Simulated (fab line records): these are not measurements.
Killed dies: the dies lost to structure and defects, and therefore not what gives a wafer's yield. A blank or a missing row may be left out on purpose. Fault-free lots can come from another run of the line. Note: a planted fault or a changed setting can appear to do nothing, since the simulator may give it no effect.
The tool behind it: which one? / flow n5Finfet / 10 lots, 30 wafers sampled, at 5 steps of a route of 1938

## WHAT EACH GAUGE READ, for each wafer
N5_BEOL_M4_RC_MEAS_101. Usual: DIBL_N 37.1 mV/V, standard deviation 2.6; DIBL_P 38 mV/V, standard deviation 3; IOFF_N 0.18 nA/um, standard deviation 0.052; IOFF_P 0.25 nA/um, standard deviation 0.06; ION_N 678 uA/um, standard deviation 15; ION_P 467 uA/um, standard deviation 8.6; SS_N 71.7 mV/dec, standard deviation 0.73; SS_P 73.7 mV/dec, standard deviation 0.89; VT_N 249 mV, standard deviation 4.3; VT_P -248 mV, standard deviation 3.8.
lot=L498; measured=day 12 18:28; on=prober-02; DIBL_N (mV/V)=40.6 38.6 39.5; DIBL_P (mV/V)=39 38 37; IOFF_N (nA/um)=0.20 0.19 0.19; IOFF_P (nA/um)=0.30 0.30 0.26; ION_N (uA/um)=661 674 692; ION_P (uA/um)=466 477 475; SS_N (mV/dec)=73.0 71.6 71.4; SS_P (mV/dec)=74.1 74.0 73.9; VT_N (mV)=248 247 248; VT_P (mV)=-244 -243 -247; flag=
lot=L503; measured=day 12 19:27; on=prober-01; DIBL_N (mV/V)=39.6 37.3 39.5; DIBL_P (mV/V)=41 38 40; IOFF_N (nA/um)=0.20 0.16 0.21; IOFF_P (nA/um)=0.31 0.21 0.27; ION_N (uA/um)=679 690 693; ION_P (uA/um)=463 469 471; SS_N (mV/dec)=72.1 71.5 72.2; SS_P (mV/dec)=75.1 73.7 73.5; VT_N (mV)=250 252 245; VT_P (mV)=-246 -249 -247; flag=
lot=L502; measured=day 12 21:09; on=prober-02; DIBL_N (mV/V)=40.1 41.5 40.5; DIBL_P (mV/V)=41 40 39; IOFF_N (nA/um)=0.23 0.26 0.26; IOFF_P (nA/um)=0.33 0.32 0.30; ION_N (uA/um)=688 700 686; ION_P (uA/um)=477 475 470; SS_N (mV/dec)=71.7 73.2 71.8; SS_P (mV/dec)=74.0 74.5 74.3; VT_N (mV)=246 243 242; VT_P (mV)=-242 -243 -246; flag=
lot=L506; measured=day 13 12:31; on=prober-02; DIBL_N (mV/V)=36.7 35.2 37.4; DIBL_P (mV/V)=38 37 39; IOFF_N (nA/um)=0.18 0.16 0.19; IOFF_P (nA/um)=0.25 0.24 0.26; ION_N (uA/um)=675 693 671; ION_P (uA/um)=469 476 461; SS_N (mV/dec)=71.2 70.9 71.9; SS_P (mV/dec)=73.2 74.2 74.3; VT_N (mV)=246 249 248; VT_P (mV)=-249 -247 -249; flag=
lot=L507; measured=day 14 11:16; on=prober-02; DIBL_N (mV/V)=36.4 32.7 35.0; DIBL_P (mV/V)=36 31 33; IOFF_N (nA/um)=0.15 0.10 0.13; IOFF_P (nA/um)=0.20 0.17 0.17; ION_N (uA/um)=684 666 664; ION_P (uA/um)=466 463 455; SS_N (mV/dec)=71.6 70.4 71.5; SS_P (mV/dec)=73.5 72.9 72.6; VT_N (mV)=252 257 257; VT_P (mV)=-252 -253 -254; flag=
lot=L511; measured=day 14 14:53; on=prober-02; DIBL_N (mV/V)=36.8 37.6 42.1; DIBL_P (mV/V)=38 39 43; IOFF_N (nA/um)=0.15 0.18 0.30; IOFF_P (nA/um)=0.25 0.29 0.40; ION_N (uA/um)=675 680 712; ION_P (uA/um)=469 478 482; SS_N (mV/dec)=71.2 71.5 72.6; SS_P (mV/dec)=73.1 73.6 75.5; VT_N (mV)=253 247 241; VT_P (mV)=-245 -245 -240; flag=
lot=L510; measured=day 15 06:35; on=prober-01; DIBL_N (mV/V)=38.9 38.1 40.2; DIBL_P (mV/V)=39 40 41; IOFF_N (nA/um)=0.21 0.19 0.25; IOFF_P (nA/um)=0.29 0.34 0.35; ION_N (uA/um)=685 683 692; ION_P (uA/um)=470 478 478; SS_N (mV/dec)=72.4 72.1 72.4; SS_P (mV/dec)=73.9 73.0 74.0; VT_N (mV)=247 246 243; VT_P (mV)=-243 -242 -241; flag=
lot=L514; measured=day 15 15:13; on=prober-02; DIBL_N (mV/V)=38.0 33.1 35.1; DIBL_P (mV/V)=38 34 35; IOFF_N (nA/um)=0.18 0.10 0.13; IOFF_P (nA/um)=0.25 0.17 0.18; ION_N (uA/um)=675 655 666; ION_P (uA/um)=464 458 455; SS_N (mV/dec)=72.1 70.9 71.4; SS_P (mV/dec)=73.6 73.0 73.5; VT_N (mV)=250 258 253; VT_P (mV)=-248 -255 -253; flag=
lot=L512; measured=day 15 15:47; on=prober-01; DIBL_N (mV/V)=32.3 36.0 32.8; DIBL_P (mV/V)=34 38 34; IOFF_N (nA/um)=0.11 0.17 0.12; IOFF_P (nA/um)=0.17 0.25 0.18; ION_N (uA/um)=661 662 671; ION_P (uA/um)=452 461 469; SS_N (mV/dec)=70.5 72.2 70.6; SS_P (mV/dec)=71.0 74.0 71.9; VT_N (mV)=253 247 254; VT_P (mV)=-252 -248 -252; flag=
lot=L516; measured=day 16 07:49; on=prober-02; DIBL_N (mV/V)=36.5 37.0 38.3; DIBL_P (mV/V)=39 39 41; IOFF_N (nA/um)=0.19 0.19 0.23; IOFF_P (nA/um)=0.26 0.26 0.30; ION_N (uA/um)=704 674 700; ION_P (uA/um)=484 462 477; SS_N (mV/dec)=71.2 72.0 71.3; SS_P (mV/dec)=74.6 73.8 74.7; VT_N (mV)=244 248 245; VT_P (mV)=-243 -248 -248; flag=

N5_BEOL_M8_CD_MEAS_18: pitch 80 nm, target cd 40 nm. Usual: cdNm reads 40.3 nm (standard deviation 0.73).
lot=L498; measured=day 14 00:40; on=cdSem-03; cdNm (nm)=40.6 39.2 39.6; flag=
lot=L503; measured=day 14 06:14; on=cdSem-02; cdNm (nm)=40.5 40.5 40.6; flag=
lot=L502; measured=day 14 03:46; on=cdSem-01; cdNm (nm)=40.0 40.9 40.6; flag=
lot=L506; measured=day 14 19:20; on=cdSem-02; cdNm (nm)=41.4 40.4 39.8; flag=
lot=L507; measured=day 15 19:24; on=cdSem-03; cdNm (nm)=39.9 39.3 39.9; flag=
lot=L511; measured=day 15 21:58; on=cdSem-02; cdNm (nm)=40.2 39.7 39.9; flag=
lot=L510; measured=day 16 17:34; on=cdSem-01; cdNm (nm)=40.1 40.4 40.9; flag=
lot=L514; measured=day 17 03:15; on=cdSem-02; cdNm (nm)=40.5 42.0 41.4; flag=
lot=L512; measured=day 17 13:04; on=cdSem-01; cdNm (nm)=42.3 39.5 40.3; flag=
lot=L516; measured=day 17 22:07; on=cdSem-01; cdNm (nm)=40.6 40.6 39.1; flag=

N5_BEOL_M8_CD_MEAS_35: the cd target is 40 nm. Usual: cdNm reads 40.3 nm (standard deviation 0.71).
lot=L498; measured=day 14 03:03; on=cdSem-02; cdNm (nm)=40.5 38.9 39.1; flag=
lot=L503; measured=day 14 10:37; on=cdSem-01; cdNm (nm)=40.2 40.7 40.9; flag=
lot=L502; measured=day 14 04:56; on=cdSem-03; cdNm (nm)=40.6 40.3 40.8; flag=
lot=L506; measured=day 15 00:05; on=cdSem-01; cdNm (nm)=41.2 40.5 40.2; flag=
lot=L507; measured=day 15 21:04; on=cdSem-02; cdNm (nm)=40.1 39.8 40.1; flag=
lot=L511; measured=day 15 23:09; on=cdSem-03; cdNm (nm)=40.4 39.6 39.7; flag=
lot=L510; measured=day 16 21:16; on=cdSem-02; cdNm (nm)=40.1 40.7 41.0; flag=
lot=L514; measured=day 17 06:45; on=cdSem-03; cdNm (nm)=40.2 42.3 41.0; flag=
lot=L512; measured=day 17 14:52; on=cdSem-01; cdNm (nm)=42.3 39.5 40.7; flag=
lot=L516; measured=day 18 00:22; on=cdSem-03; cdNm (nm)=41.0 40.3 39.6; flag=

## WHICH TOOL RAN EACH LOT (tool, then ch and the chambers of the sampled wafers, then the start)
lot=L498; N5_BEOL_M8_STRIP_36=rieDiel-01 ch 2,3, day 14 02:41; N5_BEOL_M8_TRENCH_ETCH_37=rieDiel-01 ch 2,3, day 14 02:44
lot=L503; N5_BEOL_M8_STRIP_36=rieDiel-05 ch 1,2,3, day 14 10:16; N5_BEOL_M8_TRENCH_ETCH_37=rieDiel-05 ch 1,2,3, day 14 10:37 or earlier
lot=L502; N5_BEOL_M8_STRIP_36=rieDiel-05 ch 0,1,2, day 14 04:35; N5_BEOL_M8_TRENCH_ETCH_37=rieDiel-05 ch 0,1,2, day 14 04:37
lot=L506; N5_BEOL_M8_STRIP_36=rieDiel-04 ch 1,2, day 14 23:44; N5_BEOL_M8_TRENCH_ETCH_37=rieDiel-04 ch 1,2, day 15 00:05 or earlier
lot=L507; N5_BEOL_M8_STRIP_36=rieDiel-01 ch 2,3, day 15 20:43; N5_BEOL_M8_TRENCH_ETCH_37=rieDiel-01 ch 2,3, day 15 21:04 or earlier
lot=L511; N5_BEOL_M8_STRIP_36=rieDiel-05 ch 0,1,2, day 15 22:48; N5_BEOL_M8_TRENCH_ETCH_37=rieDiel-05 ch 0,1,2, day 15 23:09 or earlier
lot=L510; N5_BEOL_M8_STRIP_36=rieDiel-05 ch 0,1, day 16 20:55; N5_BEOL_M8_TRENCH_ETCH_37=rieDiel-05 ch 0,1, day 16 21:16 or earlier
lot=L514; N5_BEOL_M8_STRIP_36=rieDiel-04 ch 0,1,3, day 17 06:24; N5_BEOL_M8_TRENCH_ETCH_37=rieDiel-04 ch 0,1,3, day 17 06:45 or earlier
lot=L512; N5_BEOL_M8_STRIP_36=rieDiel-04 ch 2,3, day 17 14:31; N5_BEOL_M8_TRENCH_ETCH_37=rieDiel-04 ch 2,3, day 17 14:52 or earlier
lot=L516; N5_BEOL_M8_STRIP_36=rieDiel-05 ch 1,2,3, day 18 00:00; N5_BEOL_M8_TRENCH_ETCH_37=rieDiel-05 ch 1,2,3, day 18 00:22 or earlier
- N5_BEOL_M8_STRIP_36: strips in N2/H2.
- N5_BEOL_M8_TRENCH_ETCH_37: etches SiCOH lowk in C4F6/O2, target depth 93.478 nm, time 31.2 s.

## WHAT THE TOOLS THEMSELVES READ (means of the sampled wafers that have a number; where no wafer has one, the mark that the record gives instead)
N5_BEOL_M8_STRIP_36. Usual: for biasPowerW, 7.000 W with a standard deviation of 0.021; for chamberPressureMTorr, 20.00 mTorr with a standard deviation of 0.034; for drypumpMotorCurrentA, 5.7 A with a standard deviation of 0.53; for oesProductAu, 0.80 a.u. with a standard deviation of 0.083; for rfVppV, 59.3 V with a standard deviation of 1.3; for showerheadPlenumPTorr, 2.53 Torr with a standard deviation of 0.071; for throttleValvePct, 23.3 % with a standard deviation of 0.33.
lot=L498; tool=rieDiel-01; biasPowerW (W)=-; chamberPressureMTorr (mTorr)=-; drypumpMotorCurrentA (A)=-; oesProductAu (a.u.)=-; rfVppV (V)=-; showerheadPlenumPTorr (Torr)=-; throttleValvePct (%)=-; flag=OFF
lot=L503; tool=rieDiel-05; biasPowerW (W)=6.986; chamberPressureMTorr (mTorr)=19.99; drypumpMotorCurrentA (A)=5.7; oesProductAu (a.u.)=0.80; rfVppV (V)=59.7; showerheadPlenumPTorr (Torr)=2.48; throttleValvePct (%)=23.3; flag=
lot=L502; tool=rieDiel-05; biasPowerW (W)=-; chamberPressureMTorr (mTorr)=-; drypumpMotorCurrentA (A)=-; oesProductAu (a.u.)=-; rfVppV (V)=-; showerheadPlenumPTorr (Torr)=-; throttleValvePct (%)=-; flag=OFF
lot=L506; tool=rieDiel-04; biasPowerW (W)=6.970; chamberPressureMTorr (mTorr)=20.00; drypumpMotorCurrentA (A)=5.4; oesProductAu (a.u.)=0.74; rfVppV (V)=59.7; showerheadPlenumPTorr (Torr)=2.55; throttleValvePct (%)=23.5; flag=
lot=L507; tool=rieDiel-01; biasPowerW (W)=6.992; chamberPressureMTorr (mTorr)=20.02; drypumpMotorCurrentA (A)=5.5; oesProductAu (a.u.)=0.82; rfVppV (V)=59.4; showerheadPlenumPTorr (Torr)=2.54; throttleValvePct (%)=23.2; flag=
lot=L511; tool=rieDiel-05; biasPowerW (W)=6.993; chamberPressureMTorr (mTorr)=19.98; drypumpMotorCurrentA (A)=5.7; oesProductAu (a.u.)=0.76; rfVppV (V)=59.5; showerheadPlenumPTorr (Torr)=2.50; throttleValvePct (%)=23.3; flag=
lot=L510; tool=rieDiel-05; biasPowerW (W)=6.998; chamberPressureMTorr (mTorr)=20.00; drypumpMotorCurrentA (A)=5.7; oesProductAu (a.u.)=0.76; rfVppV (V)=60.2; showerheadPlenumPTorr (Torr)=2.51; throttleValvePct (%)=23.3; flag=
lot=L514; tool=rieDiel-04; biasPowerW (W)=7.004; chamberPressureMTorr (mTorr)=19.96; drypumpMotorCurrentA (A)=6.3; oesProductAu (a.u.)=0.85; rfVppV (V)=59.1; showerheadPlenumPTorr (Torr)=2.53; throttleValvePct (%)=23.4; flag=
lot=L512; tool=rieDiel-04; biasPowerW (W)=7.008; chamberPressureMTorr (mTorr)=20.02; drypumpMotorCurrentA (A)=6.0; oesProductAu (a.u.)=0.82; rfVppV (V)=59.1; showerheadPlenumPTorr (Torr)=2.56; throttleValvePct (%)=23.3; flag=
lot=L516; tool=rieDiel-05; biasPowerW (W)=7.012; chamberPressureMTorr (mTorr)=20.00; drypumpMotorCurrentA (A)=5.7; oesProductAu (a.u.)=0.77; rfVppV (V)=58.6; showerheadPlenumPTorr (Torr)=2.47; throttleValvePct (%)=23.3; flag=

N5_BEOL_M8_TRENCH_ETCH_37. Usual: drypumpMotorCurrentA 5.6 A, standard deviation 0.53; oes_o_777_au 0.79 a.u., standard deviation 0.094; oesProductAu 0.80 a.u., standard deviation 0.085; rfVppV 668 V, standard deviation 20; showerheadPlenumPTorr 2.85 Torr, standard deviation 0.073; throttleValvePct 20.75 %, standard deviation 0.18.
lot=L498; tool=rieDiel-01; drypumpMotorCurrentA (A)=5.5; oes_o_777_au (a.u.)=0.87; oesProductAu (a.u.)=0.82; rfVppV (V)=651; showerheadPlenumPTorr (Torr)=2.84; throttleValvePct (%)=20.55; flag=
lot=L503; tool=rieDiel-05; drypumpMotorCurrentA (A)=5.7; oes_o_777_au (a.u.)=0.78; oesProductAu (a.u.)=0.79; rfVppV (V)=668; showerheadPlenumPTorr (Torr)=2.80; throttleValvePct (%)=20.73; flag=
lot=L502; tool=rieDiel-05; drypumpMotorCurrentA (A)=5.7; oes_o_777_au (a.u.)=0.74; oesProductAu (a.u.)=0.77; rfVppV (V)=662; showerheadPlenumPTorr (Torr)=2.83; throttleValvePct (%)=20.77; flag=
lot=L506; tool=rieDiel-04; drypumpMotorCurrentA (A)=5.4; oes_o_777_au (a.u.)=0.67; oesProductAu (a.u.)=0.74; rfVppV (V)=690; showerheadPlenumPTorr (Torr)=2.85; throttleValvePct (%)=20.82; flag=
lot=L507; tool=rieDiel-01; drypumpMotorCurrentA (A)=5.5; oes_o_777_au (a.u.)=0.86; oesProductAu (a.u.)=0.80; rfVppV (V)=652; showerheadPlenumPTorr (Torr)=2.84; throttleValvePct (%)=20.57; flag=
lot=L511; tool=rieDiel-05; drypumpMotorCurrentA (A)=5.7; oes_o_777_au (a.u.)=0.73; oesProductAu (a.u.)=0.75; rfVppV (V)=663; showerheadPlenumPTorr (Torr)=2.83; throttleValvePct (%)=20.79; flag=
lot=L510; tool=rieDiel-05; drypumpMotorCurrentA (A)=5.7; oes_o_777_au (a.u.)=0.73; oesProductAu (a.u.)=0.75; rfVppV (V)=659; showerheadPlenumPTorr (Torr)=2.82; throttleValvePct (%)=20.81; flag=
lot=L514; tool=rieDiel-04; drypumpMotorCurrentA (A)=6.2; oes_o_777_au (a.u.)=0.84; oesProductAu (a.u.)=0.85; rfVppV (V)=665; showerheadPlenumPTorr (Torr)=2.86; throttleValvePct (%)=20.74; flag=
lot=L512; tool=rieDiel-04; drypumpMotorCurrentA (A)=6.0; oes_o_777_au (a.u.)=0.82; oesProductAu (a.u.)=0.82; rfVppV (V)=650; showerheadPlenumPTorr (Torr)=2.86; throttleValvePct (%)=20.53; flag=
lot=L516; tool=rieDiel-05; drypumpMotorCurrentA (A)=5.7; oes_o_777_au (a.u.)=0.75; oesProductAu (a.u.)=0.76; rfVppV (V)=668; showerheadPlenumPTorr (Torr)=2.79; throttleValvePct (%)=20.77; flag=

## THE ANSWER, worked out from the rows above alone
Rule: a lot is off if the mean of its wafers that have a number lies more than 3 standard deviations from the usual mean. Also off: a lot with no number at a reading for which 4 or more lots have one. The other lots that the step has rows for count as sound. After the gauges, taken in route order, come the tools' own readings; for these a lot's mean is taken, as printed above. The first step at which some lot is off is used, and at that step the reading that is off furthest; a lot without a number counts as furthest.
Off at N5_BEOL_M8_STRIP_36 (biasPowerW): L498, L502. Without a number there: L498, L502.
A tool fits if, at that step or a process step before it, it ran every lot that is off, and no sound lot after the first of them. Of those tried, none fits.

## WHAT THE SIMULATOR HAD INSERTED
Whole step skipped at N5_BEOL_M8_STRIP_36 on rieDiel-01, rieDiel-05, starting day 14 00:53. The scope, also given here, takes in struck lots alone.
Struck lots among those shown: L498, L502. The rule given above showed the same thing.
